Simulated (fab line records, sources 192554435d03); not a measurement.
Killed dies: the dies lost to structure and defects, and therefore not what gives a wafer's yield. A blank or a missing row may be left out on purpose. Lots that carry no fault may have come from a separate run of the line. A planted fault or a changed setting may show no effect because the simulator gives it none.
fab line records + flow n5_finfet
[record]
- lots = 6
- wafers = 18
- last_day = 17
route steps=1938 shown SD_EPI_N@266 BEOL_M4@1111
lots that met no fault: taken from a fault-free run of the same line
start_h: the number of hours between the record's first day and the start of the first shown wafer of the lot + wait_h: time in hours since the lot's previous step + " unchanged from the row above + L1.1+2: several wafers, shown together as one row + - no value, or no start was given + * or withheld: withheld + < > ~ a bound
route shown NAME@n: a module of which the file shows steps, and the number in the route of the first + usual: the fault-free wafers' mean and standard deviation + same: alike in all rows + chamber/n: place in a boat + sites: the reading at each site + _std_site: the values' standard deviation + _edge_site: inner sites' mean taken away from outer sites' mean + radius_mm: for every site, how far away it sits from the centre of the wafer + mask NAME#n: copy n + behind: the tool/chamber that last shaped the wafer + hold: why the lot went on hold/how many hours it stayed there/how the hold came to an end + device: which transistor (n, p or np) failed to switch + end of line: the tests these same wafers got at the end of their route + a step without rows: its recipe alone + killed: count of dies lost to structure and defects at first sort (not the wafer's yield) + map: a wafer's dies, marking killed ones x, the rest . and places with no die _
set.NAME: setting as actually run; set.NAME@STEP: the setting as run at that earlier step + model.NAME: the simulator's own value behind a step, which no gauge read
lots seen at some steps along the route; tables by step, rows by wafer
services: a tool's chamber out of use, with start hour (start_h, from the record's first day; less than 0 if before it), hours out, and reason
[[steps]]
[step N5_SD_EPI_N_SOFTBAKE_04]
[recipe]
- temp_c = 110
- time_s = 60
- resist = CAR-ArF-block
[step N5_SD_EPI_N_EXPOSE_06]
[recipe]
- mask_id = SD_N_BLK
- na = 1.35
- source_shape = conventional
- sigma_outer = 0.8
- polarization = unpolarized
- target_cd_nm = 120
- dose_mj = 39.75
[step N5_SD_EPI_N_PEB_07]
[recipe]
- peb_temp_c = 110
- peb_time_s = 60
- resist = CAR-ArF-block
[step N5_SD_EPI_N_DEVELOP_08]
[recipe]
- develop_time_s = 30
- developer = TMAH
- resist = CAR-ArF-block
- dev_temp_c = 23
- rinse_liquid = diw
- dry = air_spin
[step N5_SD_EPI_N_CD_MEAS_09]
[recipe]
- target_cd_nm = 120
- landing_energy_ev = 500
- detector = se_inlens
[usual]
- cd_nm = 120.0/0.57
| lot.wafer | tool      | chamber | start_h | wait_h | cd_nm |
|-----------|-----------|---------|---------|--------|-------|
| L526.2    | cd_sem-03 | 0       | 78.19   | -      | 120.6 |
| L526.4    | "         | 0       | "       | "      | 120.7 |
| L526.6    | "         | 0       | "       | "      | 120.1 |
| L528.4    | cd_sem-01 | 0       | 92.19   | -      | 120.2 |
| L528.5    | "         | 0       | "       | "      | 119.8 |
| L528.6    | "         | 0       | "       | "      | 120.6 |
| L529.2    | cd_sem-03 | 0       | 100.49  | -      | 120.3 |
| L529.4    | "         | 0       | "       | "      | 119.7 |
| L529.6    | "         | 0       | "       | "      | 120.2 |
| L532.1    | cd_sem-03 | 0       | 118.23  | -      | 119.9 |
| L532.3    | "         | 0       | "       | "      | 120.0 |
| L532.4    | "         | 0       | "       | "      | 120.1 |
| L539.1    | cd_sem-03 | 0       | 159.12  | -      | 119.1 |
| L539.2    | "         | 0       | "       | "      | 119.2 |
| L539.3    | "         | 0       | "       | "      | 119.4 |
| L544.2    | cd_sem-03 | 0       | 186.39  | -      | 120.2 |
| L544.4    | "         | 0       | "       | "      | 120.5 |
| L544.5    | "         | 0       | "       | "      | 120.2 |
[step N5_SD_EPI_N_OVL_MEAS_10]
[recipe]
- points_per_wafer = 44
[usual]
- SD_N_BLK_OVL = 0.1/0.67
| lot.wafer | tool       | chamber | start_h | wait_h | SD_N_BLK_OVL[nm] |
|-----------|------------|---------|---------|--------|------------------|
| L526.2    | overlay-01 | 0       | 78.22   | 0.0    | 0.1              |
| L526.4    | "          | 0       | "       | "      | 0.2              |
| L526.6    | "          | 0       | "       | "      | 0.0              |
| L528.4    | overlay-02 | 0       | 92.21   | 0.0    | -1.1             |
| L528.5    | "          | 0       | "       | "      | -0.9             |
| L528.6    | "          | 0       | "       | "      | -1.1             |
| L529.2    | overlay-02 | 0       | 100.52  | 0.0    | -0.1             |
| L529.4    | "          | 0       | "       | "      | 0.9              |
| L529.6    | "          | 0       | "       | "      | 0.1              |
| L532.1    | overlay-01 | 0       | 118.26  | 0.0    | 0.3              |
| L532.3    | "          | 0       | "       | "      | 0.1              |
| L532.4    | "          | 0       | "       | "      | -1.1             |
| L539.1    | overlay-02 | 0       | 159.15  | 0.0    | 1.0              |
| L539.2    | "          | 0       | "       | "      | 0.2              |
| L539.3    | "          | 0       | "       | "      | 0.1              |
| L544.2    | overlay-01 | 0       | 186.42  | 0.0    | 0.7              |
| L544.4    | "          | 0       | "       | "      | 0.4              |
| L544.5    | "          | 0       | "       | "      | 1.5              |
[step N5_SD_EPI_N_INSPECT_11]
[recipe]
- mode = adi
- inspect_instrument = macro
[usual]
- raw_defect_count = 1.9/1.4
| lot.wafer | tool              | chamber | start_h | wait_h | raw_defect_count |
|-----------|-------------------|---------|---------|--------|------------------|
| L526.2    | defect_inspect-02 | -       | 78.24   | 0.0    | 3                |
| L526.4    | "                 | -       | "       | "      | 1                |
| L526.6    | "                 | -       | "       | "      | 2                |
| L528.4    | defect_inspect-02 | -       | 92.24   | 0.0    | 2                |
| L528.5    | "                 | -       | "       | "      | 0                |
| L528.6    | "                 | -       | "       | "      | 1                |
| L529.2    | defect_inspect-01 | -       | 100.54  | 0.0    | 3                |
| L529.4    | "                 | -       | "       | "      | 1                |
| L529.6    | "                 | -       | "       | "      | 1                |
| L532.1    | defect_inspect-02 | -       | 118.29  | 0.0    | 0                |
| L532.3    | "                 | -       | "       | "      | 5                |
| L532.4    | "                 | -       | "       | "      | 1                |
| L539.1    | defect_inspect-02 | -       | 159.17  | 0.0    | 3                |
| L539.2    | "                 | -       | "       | "      | 1                |
| L539.3    | "                 | -       | "       | "      | 0                |
| L544.2    | defect_inspect-01 | -       | 186.44  | 0.0    | 3                |
| L544.4    | "                 | -       | "       | "      | 1                |
| L544.5    | "                 | -       | "       | "      | 1                |
[step N5_SD_EPI_N_DESCUM_14]
[recipe]
- chemistry = O2
- time_s = 7.9
- source_power_w = 50
- bias_power_w = 20
- pressure_mtorr = 20
- rf_frequency_hz = 2.712e+07
- temp_c = 40
- resist = CAR-ArF-block
- o2_flow_sccm = 225
[usual]
- bias_power_w = 19.99/0.065
- drypump_motor_current_A = 5.7/0.47
- oes_product_au = 0.78/0.073
- rf_vpp_V = 243.6/1.6
- showerhead_plenum_p_Torr = 2.11/0.086
- throttle_valve_pct = 20.44/0.22
[same]
- time_s = 7.9
| lot.wafer | tool        | chamber | start_h | wait_h | bias_power_w | drypump_motor_current_A | oes_product_au | rf_hours_counter_h | rf_vpp_V | showerhead_plenum_p_Torr | throttle_valve_pct |
|-----------|-------------|---------|---------|--------|--------------|-------------------------|----------------|--------------------|----------|--------------------------|--------------------|
| L526.2    | rie_diel-02 | 1       | 78.28   | 0.0    | 20.05        | 6.5                     | 0.73           | 182                | 245.7    | 2.17                     | 20.45              |
| L526.4    | "           | 2       | "       | "      | 19.86        | 6.1                     | 0.82           | 72                 | 244.4    | 2.22                     | 20.28              |
| L526.6    | "           | 1       | "       | "      | 20.09        | 6.5                     | 0.73           | -                  | 245.0    | 2.17                     | 20.45              |
| L528.4    | rie_diel-01 | 0       | 92.27   | 0.0    | 19.93        | 5.6                     | 0.77           | 143                | 242.2    | 2.00                     | 20.54              |
| L528.5    | "           | 1       | "       | "      | 19.99        | 5.6                     | 0.92           | -                  | 244.6    | 2.22                     | 20.10              |
| L528.6    | "           | 2       | "       | "      | 20.06        | 5.0                     | 0.72           | -                  | 242.4    | 2.16                     | 20.74              |
| L529.2    | rie_diel-01 | 3       | 100.58  | 0.0    | 19.95        | 6.2                     | 0.80           | 102                | 244.9    | 2.20                     | 20.37              |
| L529.4    | "           | 1       | "       | "      | 19.97        | 5.6                     | 0.91           | 21                 | 244.7    | 2.21                     | 20.09              |
| L529.6    | "           | 3       | "       | "      | 20.09        | 6.2                     | 0.80           | -                  | 244.0    | 2.20                     | 20.37              |
| L532.1    | rie_diel-01 | 2       | 118.43  | 0.1    | 19.96        | 5.0                     | 0.71           | 215                | 244.0    | 2.16                     | 20.75              |
| L532.3    | "           | 3       | "       | "      | 19.93        | 6.2                     | 0.79           | 108                | 244.6    | 2.20                     | 20.39              |
| L532.4    | "           | 0       | "       | "      | 19.99        | 5.6                     | 0.76           | 153                | 241.5    | 2.00                     | 20.54              |
| L539.1    | rie_diel-02 | 0       | 159.25  | 0.1    | 19.95        | 5.5                     | 0.69           | 247                | 239.8    | 1.97                     | 20.40              |
| L539.2    | "           | 2       | "       | "      | 19.92        | 6.1                     | 0.79           | 103                | 245.4    | 2.21                     | 20.33              |
| L539.3    | "           | 1       | "       | "      | 20.04        | 6.5                     | 0.71           | 215                | 245.2    | 2.16                     | 20.51              |
| L544.2    | rie_diel-02 | 0       | 186.53  | 0.1    | 20.02        | 5.5                     | 0.98           | 1                  | 246.2    | 2.23                     | 20.03              |
| L544.4    | "           | 3       | "       | "      | 19.99        | 5.8                     | 0.74           | 141                | 242.1    | 2.01                     | 20.24              |
| L544.5    | "           | 2       | "       | "      | 20.09        | 6.1                     | 0.78           | -                  | 245.2    | 2.20                     | 20.32              |
[step N5_SD_EPI_N_ETCH_34]
[recipe]
- chemistry = CF4
- target = SiARC
- target_depth_a = 455
- mask_material = CAR-ArF-block
- time_s = 75.8
- ion_energy_ev = 80
- pressure_mtorr = 40
- source_w = 545
- bias_w = 36
- Ar_flow_sccm = 100
- cf4_flow_sccm = 100
- ends = cleared
[usual]
- cf4_flow_sccm = 100.0/0.34
- drypump_motor_current_A = 5.7/0.47
- etch_rf_on_time_s = 75.5/0.88
- oes_product_au = 0.67/0.061
- rf_vpp_V = 184.3/1.4
- showerhead_plenum_p_Torr = 2.16/0.08
- throttle_valve_pct = 15.64/0.22
| lot.wafer | tool        | chamber | start_h | wait_h | cf4_flow_sccm | drypump_motor_current_A | etch_rf_on_time_s | oes_product_au | rf_hours_counter_h | rf_vpp_V | showerhead_plenum_p_Torr | throttle_valve_pct |
|-----------|-------------|---------|---------|--------|---------------|-------------------------|-------------------|----------------|--------------------|----------|--------------------------|--------------------|
| L526.2    | rie_diel-02 | 1       | 78.31   | 0.0    | 100.1         | 6.5                     | 73.8              | 0.62           | 182                | 185.9    | 2.21                     | 15.66              |
| L526.4    | "           | 2       | "       | "      | 99.9          | 6.1                     | 74.8              | 0.70           | 72                 | 185.8    | 2.26                     | 15.39              |
| L526.6    | "           | 1       | "       | "      | 100.2         | 6.5                     | 74.4              | 0.62           | -                  | 184.1    | 2.21                     | 15.65              |
| L528.4    | rie_diel-01 | 0       | 92.30   | 0.0    | 99.6          | 5.6                     | 76.7              | 0.65           | 143                | 183.3    | 2.07                     | 15.78              |
| L528.5    | "           | 1       | "       | "      | 100.1         | 5.6                     | 74.4              | 0.79           | -                  | 184.8    | 2.27                     | 15.31              |
| L528.6    | "           | 2       | "       | "      | 99.6          | 5.1                     | 75.7              | 0.61           | -                  | 184.3    | 2.21                     | 15.95              |
| L529.2    | rie_diel-01 | 3       | 100.61  | 0.0    | 99.8          | 6.2                     | 74.9              | 0.68           | 102                | 187.3    | 2.24                     | 15.55              |
| L529.4    | "           | 1       | "       | "      | 99.4          | 5.6                     | 74.8              | 0.77           | 21                 | 186.5    | 2.27                     | 15.33              |
| L529.6    | "           | 3       | "       | "      | 100.0         | 6.2                     | 75.2              | 0.69           | -                  | 186.4    | 2.24                     | 15.56              |
| L532.1    | rie_diel-01 | 2       | 118.46  | 0.0    | 99.9          | 5.0                     | 75.4              | 0.61           | 216                | 185.6    | 2.20                     | 15.96              |
| L532.3    | "           | 3       | "       | "      | 100.2         | 6.2                     | 75.6              | 0.67           | 108                | 183.0    | 2.24                     | 15.58              |
| L532.4    | "           | 0       | "       | "      | 99.5          | 5.6                     | 76.4              | 0.65           | 153                | 184.2    | 2.06                     | 15.79              |
| L539.1    | rie_diel-02 | 0       | 159.29  | 0.0    | 99.9          | 5.5                     | 75.7              | 0.58           | 247                | 183.4    | 2.02                     | 15.66              |
| L539.2    | "           | 2       | "       | "      | 100.5         | 6.1                     | 74.1              | 0.68           | 103                | 185.9    | 2.25                     | 15.45              |
| L539.3    | "           | 1       | "       | "      | 100.0         | 6.5                     | 73.8              | 0.61           | 215                | 184.5    | 2.20                     | 15.72              |
| L544.2    | rie_diel-02 | 0       | 186.56  | 0.0    | 100.5         | 5.5                     | 74.2              | 0.85           | 1                  | 185.9    | 2.28                     | 15.17              |
| L544.4    | "           | 3       | "       | "      | 99.9          | 5.9                     | 76.0              | 0.64           | 141                | 182.9    | 2.06                     | 15.47              |
| L544.5    | "           | 2       | "       | "      | 100.0         | 6.2                     | 75.4              | 0.67           | -                  | 184.8    | 2.24                     | 15.45              |
[step N5_SD_EPI_N_ETCH_35]
[recipe]
- chemistry = N2/H2
- target = SOC
- overetch_a = 1080
- mask_material = SiARC
- temp_c = 40
- ion_energy_ev = 100
- source_w = 3000
- bias_w = 133
- pressure_mtorr = 20
- time_s = 486
- n2_flow_sccm = 200
- h2_flow_sccm = 200
[usual]
- drypump_motor_current_A = 5.7/0.47
- oes_product_au = 0.70/0.062
- rf_vpp_V = 241.1/1.7
- showerhead_plenum_p_Torr = 2.57/0.1
- throttle_valve_pct = 23.88/0.27
[same]
- time_s = 486
| lot.wafer | tool        | chamber | start_h | wait_h | drypump_motor_current_A | oes_product_au | rf_hours_counter_h | rf_vpp_V | showerhead_plenum_p_Torr | throttle_valve_pct |
|-----------|-------------|---------|---------|--------|-------------------------|----------------|--------------------|----------|--------------------------|--------------------|
| L526.2    | rie_diel-02 | 1       | 78.37   | 0.0    | 6.5                     | 0.66           | 182                | 243.3    | 2.64                     | 23.92              |
| L526.4    | "           | 2       | "       | "      | 6.1                     | 0.74           | 72                 | 242.4    | 2.68                     | 23.65              |
| L526.6    | "           | 1       | "       | "      | 6.5                     | 0.66           | -                  | 241.9    | 2.64                     | 23.94              |
| L528.4    | rie_diel-01 | 0       | 92.36   | 0.0    | 5.7                     | 0.69           | 144                | 239.2    | 2.43                     | 23.99              |
| L528.5    | "           | 1       | "       | "      | 5.6                     | 0.80           | -                  | 242.2    | 2.71                     | 23.48              |
| L528.6    | "           | 2       | "       | "      | 5.0                     | 0.64           | -                  | 242.5    | 2.62                     | 24.15              |
| L529.2    | rie_diel-01 | 3       | 100.67  | 0.0    | 6.2                     | 0.71           | 102                | 244.0    | 2.67                     | 23.83              |
| L529.4    | "           | 1       | "       | "      | 5.6                     | 0.81           | 22                 | 242.5    | 2.70                     | 23.51              |
| L529.6    | "           | 3       | "       | "      | 6.2                     | 0.71           | -                  | 243.4    | 2.67                     | 23.83              |
| L532.1    | rie_diel-01 | 2       | 118.52  | 0.0    | 5.0                     | 0.64           | 216                | 242.5    | 2.62                     | 24.15              |
| L532.3    | "           | 3       | "       | "      | 6.2                     | 0.71           | 108                | 241.4    | 2.66                     | 23.83              |
| L532.4    | "           | 0       | "       | "      | 5.6                     | 0.68           | 153                | 237.7    | 2.43                     | 24.02              |
| L539.1    | rie_diel-02 | 0       | 159.34  | 0.0    | 5.5                     | 0.62           | 247                | 238.9    | 2.39                     | 23.87              |
| L539.2    | "           | 2       | "       | "      | 6.1                     | 0.70           | 103                | 242.7    | 2.66                     | 23.69              |
| L539.3    | "           | 1       | "       | "      | 6.5                     | 0.63           | 215                | 241.5    | 2.63                     | 23.99              |
| L544.2    | rie_diel-02 | 0       | 186.62  | 0.0    | 5.5                     | 0.88           | 1                  | 243.2    | 2.71                     | 23.58              |
| L544.4    | "           | 3       | "       | "      | 5.9                     | 0.67           | 141                | 238.2    | 2.44                     | 23.54              |
| L544.5    | "           | 2       | "       | "      | 6.1                     | 0.69           | -                  | 242.8    | 2.66                     | 23.73              |
[step N5_SD_EPI_N_STRIP_36]
[recipe]
- chemistry = N2/H2
- temp_c = 40
- n2_flow_sccm = 200
- h2_flow_sccm = 200
- rf_frequency_hz = 6e+07
[step N5_SD_EPI_N_ETCHBACK_44]
[recipe]
- chemistry = CH3F/O2
- mode = anisotropic_etchback
- target = SiNx
- target_depth_a = 145
- stop_on = SiO2
- over_etch_frac = 0.3
- ion_energy_ev = 120
- pressure_mtorr = 30
- source_w = 395
- bias_w = 73
- Ar_flow_sccm = 150
- CH3F_flow_sccm = 30
- O2_flow_sccm = 20
[usual]
- drypump_motor_current_A = 5.7/0.47
- oes_product_au = 0.67/0.059
- rf_vpp_V = 296.2/2.8
- showerhead_plenum_p_Torr = 2.02/0.078
- throttle_valve_pct = 16.38/0.22
| lot.wafer | tool        | chamber | start_h | wait_h | drypump_motor_current_A | oes_product_au | rf_hours_counter_h | rf_vpp_V | showerhead_plenum_p_Torr | throttle_valve_pct |
|-----------|-------------|---------|---------|--------|-------------------------|----------------|--------------------|----------|--------------------------|--------------------|
| L526.2    | rie_diel-02 | 1       | 78.69   | 0.0    | 6.5                     | 0.62           | 183                | 294.2    | 2.07                     | 16.39              |
| L526.4    | "           | 2       | "       | "      | 6.1                     | 0.71           | 72                 | 298.4    | 2.12                     | 16.14              |
| L526.6    | "           | 1       | "       | "      | 6.5                     | 0.62           | -                  | 294.4    | 2.07                     | 16.37              |
| L528.4    | rie_diel-01 | 0       | 92.68   | 0.0    | 5.6                     | 0.65           | 144                | 293.3    | 1.93                     | 16.53              |
| L528.5    | "           | 1       | "       | "      | 5.6                     | 0.78           | -                  | 300.3    | 2.13                     | 16.05              |
| L528.6    | "           | 2       | "       | "      | 5.0                     | 0.62           | -                  | 292.9    | 2.07                     | 16.67              |
| L529.2    | rie_diel-01 | 3       | 100.99  | 0.0    | 6.2                     | 0.68           | 102                | 299.3    | 2.09                     | 16.26              |
| L529.4    | "           | 1       | "       | "      | 5.6                     | 0.77           | 22                 | 300.7    | 2.13                     | 16.04              |
| L529.6    | "           | 3       | "       | "      | 6.2                     | 0.67           | -                  | 299.6    | 2.09                     | 16.26              |
| L532.1    | rie_diel-01 | 2       | 118.85  | 0.0    | 5.0                     | 0.61           | 216                | 294.1    | 2.06                     | 16.69              |
| L532.3    | "           | 3       | "       | "      | 6.2                     | 0.67           | 109                | 300.4    | 2.09                     | 16.27              |
| L532.4    | "           | 0       | "       | "      | 5.7                     | 0.66           | 153                | 293.5    | 1.92                     | 16.55              |
| L539.1    | rie_diel-02 | 0       | 159.67  | 0.0    | 5.5                     | 0.59           | 247                | 292.7    | 1.89                     | 16.40              |
| L539.2    | "           | 2       | "       | "      | 6.1                     | 0.68           | 103                | 297.0    | 2.11                     | 16.21              |
| L539.3    | "           | 1       | "       | "      | 6.5                     | 0.60           | 215                | 295.0    | 2.06                     | 16.43              |
| L544.2    | rie_diel-02 | 0       | 186.94  | 0.0    | 5.5                     | 0.84           | 1                  | 296.0    | 2.14                     | 15.95              |
| L544.4    | "           | 3       | "       | "      | 5.8                     | 0.64           | 141                | 300.1    | 1.93                     | 16.23              |
| L544.5    | "           | 2       | "       | "      | 6.1                     | 0.66           | -                  | 297.4    | 2.10                     | 16.23              |
[step N5_SD_EPI_N_ETCH_45]
[recipe]
- chemistry = CH3F/O2
- target = SiOCN
- target_depth_a = 60
- mask_material = SOC
- ion_energy_ev = 60
- bias_w = 29
- pressure_mtorr = 15
- source_w = 410
- Ar_flow_sccm = 150
- CH3F_flow_sccm = 30
- O2_flow_sccm = 20
[usual]
- drypump_motor_current_A = 5.7/0.47
- oes_product_au = 0.78/0.073
- rf_vpp_V = 127.6/1.1
- showerhead_plenum_p_Torr = 2.02/0.078
- throttle_valve_pct = 23.36/0.21
| lot.wafer | tool        | chamber | start_h | wait_h | drypump_motor_current_A | oes_product_au | rf_hours_counter_h | rf_vpp_V | showerhead_plenum_p_Torr | throttle_valve_pct | model.etch.depth_nm |
|-----------|-------------|---------|---------|--------|-------------------------|----------------|--------------------|----------|--------------------------|--------------------|---------------------|
| L526.2    | rie_diel-02 | 1       | 78.79   | 0.1    | 6.5                     | 0.74           | 183                | 127.1    | 2.06                     | 23.28              | 5.984               |
| L526.4    | "           | 2       | "       | "      | 6.1                     | 0.82           | 72                 | 128.0    | 2.11                     | 23.19              | 6.012               |
| L526.6    | "           | 1       | "       | "      | 6.5                     | 0.73           | -                  | 128.9    | 2.06                     | 23.29              | 5.998               |
| L528.4    | rie_diel-01 | 0       | 92.78   | 0.1    | 5.6                     | 0.76           | 144                | 127.5    | 1.92                     | 23.51              | 5.888               |
| L528.5    | "           | 1       | "       | "      | 5.6                     | 0.92           | -                  | 128.2    | 2.12                     | 23.08              | 6.016               |
| L528.6    | "           | 2       | "       | "      | 5.0                     | 0.71           | -                  | 127.1    | 2.06                     | 23.65              | 5.887               |
| L529.2    | rie_diel-01 | 3       | 101.09  | 0.1    | 6.2                     | 1.01           | 102                | 129.4    | 2.09                     | 23.21              | 8.548               |
| L529.4    | "           | 1       | "       | "      | 5.6                     | 1.15           | 22                 | 128.0    | 2.12                     | 23.08              | 8.649               |
| L529.6    | "           | 3       | "       | "      | 6.2                     | 1.01           | -                  | 128.3    | 2.09                     | 23.23              | 8.576               |
| L532.1    | rie_diel-01 | 2       | 118.95  | 0.1    | 5.1                     | 0.71           | 216                | 126.9    | 2.06                     | 23.67              | 5.973               |
| L532.3    | "           | 3       | "       | "      | 6.2                     | 0.79           | 109                | 127.5    | 2.09                     | 23.22              | 6.025               |
| L532.4    | "           | 0       | "       | "      | 5.7                     | 0.96           | 153                | 128.0    | 1.92                     | 23.52              | 8.459               |
| L539.1    | rie_diel-02 | 0       | 159.77  | 0.1    | 5.5                     | 0.67           | 247                | 127.1    | 1.88                     | 23.31              | 5.875               |
| L539.2    | "           | 2       | "       | "      | 6.1                     | 0.79           | 103                | 126.4    | 2.10                     | 23.21              | 5.997               |
| L539.3    | "           | 1       | "       | "      | 6.5                     | 0.71           | 215                | 128.1    | 2.05                     | 23.33              | 5.991               |
| L544.2    | rie_diel-02 | 0       | 187.04  | 0.1    | 5.5                     | 1.00           | 1                  | 127.0    | 2.13                     | 23.02              | 6.161               |
| L544.4    | "           | 3       | "       | "      | 5.8                     | 0.76           | 141                | 124.3    | 1.92                     | 23.19              | 6.079               |
| L544.5    | "           | 2       | "       | "      | 6.1                     | 0.78           | -                  | 129.0    | 2.10                     | 23.23              | 6.037               |
[step N5_SD_EPI_N_ETCH_16]
[recipe]
- chemistry = CHF3/O2
- target = SiO2
- target_depth_a = 50
- mask_material = SOC
- pressure_mtorr = 30
- source_w = 650
- bias_w = 170
- Ar_flow_sccm = 200
- CHF3_flow_sccm = 50
- O2_flow_sccm = 5
- ion_energy_ev = 200
[usual]
- drypump_motor_current_A = 5.7/0.47
- oes_product_au = 0.78/0.073
- rf_vpp_V = 522/4.9
- showerhead_plenum_p_Torr = 2.44/0.089
- throttle_valve_pct = 18.94/0.21
| lot.wafer | tool        | chamber | start_h | wait_h | drypump_motor_current_A | oes_product_au | rf_hours_counter_h | rf_vpp_V | showerhead_plenum_p_Torr | throttle_valve_pct |
|-----------|-------------|---------|---------|--------|-------------------------|----------------|--------------------|----------|--------------------------|--------------------|
| L526.2    | rie_diel-02 | 1       | 78.89   | 0.1    | 6.5                     | 0.73           | 183                | 520      | 2.49                     | 18.90              |
| L526.4    | "           | 2       | "       | "      | 6.2                     | 0.84           | 72                 | 526      | 2.54                     | 18.71              |
| L526.6    | "           | 1       | "       | "      | 6.5                     | 0.74           | -                  | 519      | 2.49                     | 18.90              |
| L528.4    | rie_diel-01 | 0       | 92.88   | 0.1    | 5.7                     | 0.77           | 144                | 518      | 2.33                     | 19.11              |
| L528.5    | "           | 1       | "       | "      | 5.6                     | 0.92           | -                  | 530      | 2.56                     | 18.65              |
| L528.6    | "           | 2       | "       | "      | 5.0                     | 0.73           | -                  | 516      | 2.48                     | 19.20              |
| L529.2    | rie_diel-01 | 3       | 101.19  | 0.1    | 6.2                     | 0.80           | 102                | 529      | 2.52                     | 18.82              |
| L529.4    | "           | 1       | "       | "      | 5.6                     | 0.91           | 22                 | 529      | 2.56                     | 18.66              |
| L529.6    | "           | 3       | "       | "      | 6.2                     | 0.80           | -                  | 527      | 2.52                     | 18.81              |
| L532.1    | rie_diel-01 | 2       | 119.05  | 0.1    | 5.0                     | 0.72           | 216                | 517      | 2.48                     | 19.24              |
| L532.3    | "           | 3       | "       | "      | 6.2                     | 0.79           | 109                | 529      | 2.52                     | 18.83              |
| L532.4    | "           | 0       | "       | "      | 5.6                     | 0.75           | 153                | 518      | 2.32                     | 19.11              |
| L539.1    | rie_diel-02 | 0       | 159.87  | 0.1    | 5.5                     | 0.68           | 247                | 517      | 2.28                     | 18.94              |
| L539.2    | "           | 2       | "       | "      | 6.1                     | 0.79           | 103                | 525      | 2.53                     | 18.75              |
| L539.3    | "           | 1       | "       | "      | 6.5                     | 0.71           | 215                | 518      | 2.47                     | 18.96              |
| L544.2    | rie_diel-02 | 0       | 187.14  | 0.1    | 5.5                     | 0.99           | 1                  | 525      | 2.57                     | 18.55              |
| L544.4    | "           | 3       | "       | "      | 5.9                     | 0.75           | 141                | 527      | 2.32                     | 18.77              |
| L544.5    | "           | 2       | "       | "      | 6.1                     | 0.77           | -                  | 526      | 2.53                     | 18.77              |
[step N5_BEOL_M4_RC_MEAS_101]
[usual]
- DIBL_N = 36.5/1.4
- DIBL_P = 36.6/1.6
- IOFF_N = 0.160/0.024
- IOFF_P = 0.217/0.029
- ION_N = 674/8.7
- ION_P = 464/6.5
- SS_N = 71.6/0.47
- SS_P = 73.4/0.57
- VT_N = 250.0/2.5
- VT_P = -250/3.1
| lot.wafer | tool      | chamber | start_h | wait_h | DIBL_N[mV/V] | DIBL_P[mV/V] | IOFF_N[nA/um] | IOFF_P[nA/um] | ION_N[uA/um] | ION_P[uA/um] | SS_N[mV/dec] | SS_P[mV/dec] | VT_N[mV] | VT_P[mV] |
|-----------|-----------|---------|---------|--------|--------------|--------------|---------------|---------------|--------------|--------------|--------------|--------------|----------|----------|
| L526.2    | prober-02 | 0       | 210.98  | 0.2    | 36.4         | 37.1         | 0.173         | 0.207         | 676          | 464          | 71.5         | 73.2         | 250.2    | -250     |
| L526.4    | "         | 0       | "       | "      | 37.4         | 37.9         | 0.186         | 0.223         | 679          | 457          | 71.3         | 74.2         | 248.0    | -251     |
| L526.6    | "         | 0       | "       | "      | 36.7         | 37.4         | 0.177         | 0.214         | 682          | 464          | 70.9         | 73.4         | 246.3    | -253     |
| L528.4    | prober-01 | 0       | 216.48  | 0.5    | 38.5         | 37.2         | 0.182         | 0.244         | 677          | 469          | 72.0         | 73.7         | 246.1    | -248     |
| L528.5    | "         | 0       | "       | "      | 38.2         | 38.1         | 0.179         | 0.262         | 672          | 468          | 72.0         | 73.8         | 250.8    | -248     |
| L528.6    | "         | 0       | "       | "      | 34.9         | 32.6         | 0.116         | 0.173         | 658          | 464          | 71.0         | 72.9         | 254.1    | -251     |
| L529.2    | prober-01 | 0       | 227.36  | 0.2    | 36.6         | 37.3         | 0.176         | 0.262         | 678          | 478          | 72.0         | 73.5         | 247.4    | -241     |
| L529.4    | "         | 0       | "       | "      | 36.7         | 37.5         | 0.176         | 0.257         | 685          | 474          | 71.6         | 74.0         | 248.3    | -243     |
| L529.6    | "         | 0       | "       | "      | 35.9         | 36.3         | 0.152         | 0.229         | 667          | 468          | 71.3         | 73.0         | 248.7    | -243     |
| L532.1    | prober-02 | 0       | 241.98  | 0.0    | 39.1         | 39.7         | 0.188         | 0.223         | 677          | 455          | 72.1         | 74.6         | 247.6    | -252     |
| L532.3    | "         | 0       | "       | "      | 39.1         | 39.2         | 0.189         | 0.209         | 668          | 451          | 72.9         | 74.4         | 250.1    | -252     |
| L532.4    | "         | 0       | "       | "      | 40.3         | 40.3         | 0.221         | 0.237         | 680          | 457          | 72.1         | 74.1         | 245.5    | -251     |
| L539.1    | prober-01 | 0       | 277.95  | 0.0    | 34.6         | 36.7         | 0.141         | 0.195         | 666          | 460          | 71.8         | 72.6         | 252.7    | -252     |
| L539.2    | "         | 0       | "       | "      | 34.3         | 35.8         | 0.130         | 0.185         | 659          | 456          | 71.4         | 73.3         | 254.4    | -252     |
| L539.3    | "         | 0       | "       | "      | 33.7         | 35.7         | 0.128         | 0.182         | 660          | 456          | 71.2         | 72.3         | 254.5    | -254     |
| L544.2    | prober-02 | 0       | 304.29  | 0.2    | 38.1         | 38.6         | 0.208         | 0.260         | 689          | 466          | 71.6         | 73.7         | 244.8    | -247     |
| L544.4    | "         | 0       | "       | "      | 37.4         | 36.5         | 0.174         | 0.223         | 680          | 465          | 72.1         | 73.2         | 249.1    | -249     |
| L544.5    | "         | 0       | "       | "      | 37.2         | 36.6         | 0.172         | 0.221         | 677          | 460          | 71.8         | 73.5         | 249.9    | -250     |
[[services]]
| tool        | chamber | start_h | hours | kind                          |
|-------------|---------|---------|-------|-------------------------------|
| rie_diel-01 | 1       | 64.71   | 3.8   | repair                        |
| rie_diel-02 | -       | 161.27  | 0.4   | repair                        |
| rie_diel-02 | 0       | 168.03  | -     | clean                         |
| rie_diel-02 | 0       | 168.03  | -     | consumable_replace:focus_ring |
| rie_diel-02 | 0       | 168.03  | -     | consumable_replace:showerhead |
| rie_diel-02 | 0       | 168.03  | 16.3  | scheduled_down                |
| rie_diel-02 | 0       | 168.03  | 16.3  | vent_cycle                    |
| rie_diel-01 | 2       | 185.30  | 17.7  | repair                        |
[[key]]
[first_sign]
- step = N5_SD_EPI_N_ETCH_45
- reading = oes_product_au
- direction = up
- sigmas = 3.4
- usual = 0.78
- struck = 1.03
effect none on later readings
[model_effect]
- step = N5_SD_EPI_N_ETCH_45
- value = etch.depth_nm
- without = 5.988
- struck = 8.558
met_at N5_SD_EPI_N_ETCH_45
struck_wafers L529.2,L529.4,L529.6,L532.4
onset_between 92.78 101.09
[fault]
- kind = process_parameter_drift
- tool = rie_diel-01
- chamber = -
- onset_h = 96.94
- steps = N5_SD_EPI_N_ETCH_45
- channel = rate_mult
- offset = 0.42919
- shape = step
- end_h = 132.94
- scope = struck_wafers_only
